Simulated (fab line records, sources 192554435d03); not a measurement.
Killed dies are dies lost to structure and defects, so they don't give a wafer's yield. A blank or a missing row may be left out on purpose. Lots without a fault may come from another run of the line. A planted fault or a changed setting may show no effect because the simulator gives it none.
Chamber matching | flow n5_finfet | N5_GATE_CUT_SAC_CAP_01 on ald_sin-02: 4 sister chambers
The step material SiNx, target thk 24 nm, pulse time 1 s, ald cycles 480. 8 wafers are shown with their chamber, then 9 later ones without.

WAFERS WITH THEIR CHAMBER
wafer  | chamber | heater_power_w (W) | precursor_pulse_height_rel
L076.3 | 3       | 1102               | 0.958
L079.1 | 3       | 1080               | 1.010
L082.2 | 0       | 915                | 1.013
L084.5 | 1       | 845                | 0.978
L084.6 | 0       | 888                | 1.024
L091.1 | 2       | 941                | 0.946
L091.3 | 1       | 851                | 1.018
L091.5 | 2       | 919                | 1.009

WAFERS WITHOUT THEIR CHAMBER
wafer  | heater_power_w (W) | precursor_pulse_height_rel
L092.1 | 1111               | 1.004
L092.2 | 824                | 0.993
L092.6 | 1106               | 1.010
L096.1 | 853                | 1.002
L096.2 | 891                | 1.014
L096.5 | 945                | 0.981
L097.2 | 954                | 1.019
L097.3 | 889                | 1.010
L097.6 | 850                | 0.972

WHICH CHAMBER EACH WENT THROUGH
wafer  | from the rows above     | in truth
L092.1 | 3                       | 3
L092.2 | 1                       | 1
L092.6 | 3                       | 3
L096.1 | 1                       | 1
L096.2 | 0                       | 0
L096.5 | 2                       | 2
L097.2 | can't be placed: 2 or 0 | 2
L097.3 | can't be placed: 0 or 1 | 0
L097.6 | 1                       | 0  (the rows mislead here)
Placed correctly: 6 of 9. Can't be placed from these rows: 2 (the true chamber is among the candidates in 2). Placed wrongly: 1.
How it was worked out, from the rows above alone: a wafer's distance from a chamber is the root of the sum, over the readings, of the square of ((its reading less the chamber's mean) divided by the reading's scatter). The wafer belongs to the nearest chamber; if the next one is less than 2 further off, it can't be placed. A chamber's mean is the mean of its shown wafers. The scatter: the root of (the sum of the squares of (reading less its chamber's mean) over the shown wafers, divided by (wafers less chambers)).
